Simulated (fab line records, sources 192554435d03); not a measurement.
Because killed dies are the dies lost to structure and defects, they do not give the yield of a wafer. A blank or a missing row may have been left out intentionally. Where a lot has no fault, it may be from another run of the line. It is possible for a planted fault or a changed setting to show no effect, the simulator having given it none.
Chamber matching    flow n5-finfet    N5_BEOL_M6_ETCH_72 on rie-diel-05 has 4 sister chambers
The step etches underlayer in N2/H2, target depth 6.5 nm, time 5.2 s. 8 wafers are shown with their chamber, then 7 later ones without.

## EACH WAFER AND ITS CHAMBER
wafer   chamber  showerhead-plenum-p-Torr (Torr)  throttle-valve-pct (%)
L397.1  2        2.66                             17.66
L399.3  2        2.66                             17.68
L398.1  3        2.62                             17.78
L404.2  3        2.61                             17.77
L404.4  0        2.35                             18.32
L404.6  1        2.49                             17.81
L410.3  0        2.35                             18.33
L410.4  1        2.48                             17.84

## WAFERS WHOSE CHAMBER IS MISSING
wafer   showerhead-plenum-p-Torr (Torr)  throttle-valve-pct (%)
L410.5  2.48                             17.84
L409.2  2.65                             17.70
L409.4  2.48                             17.82
L409.5  2.65                             17.71
L417.3  2.34                             18.34
L417.4  2.48                             17.87
L417.5  2.34                             18.36

## CHAMBER TAKEN BY EACH
wafer   from the rows above  in truth
L410.5  1                    1
L409.2  2                    2
L409.4  1                    1
L409.5  2                    2
L417.3  0                    0
L417.4  1                    1
L417.5  0                    0
Correct placement for 7 of the 7. Number that these rows cannot place: 0. 0 placed wrongly.
How it was worked out, from the rows above alone: a wafer's distance from a chamber is the root of the sum, over the readings, of the square of ((its reading less the chamber's mean) divided by the reading's scatter). The wafer belongs to the nearest chamber; if the next one is less than 2 further off, it can't be placed. The mean given for a chamber averages the wafers shown for that chamber. The scatter: the root of (the sum of the squares of (reading less its chamber's mean) over the shown wafers, divided by (wafers less chambers)).
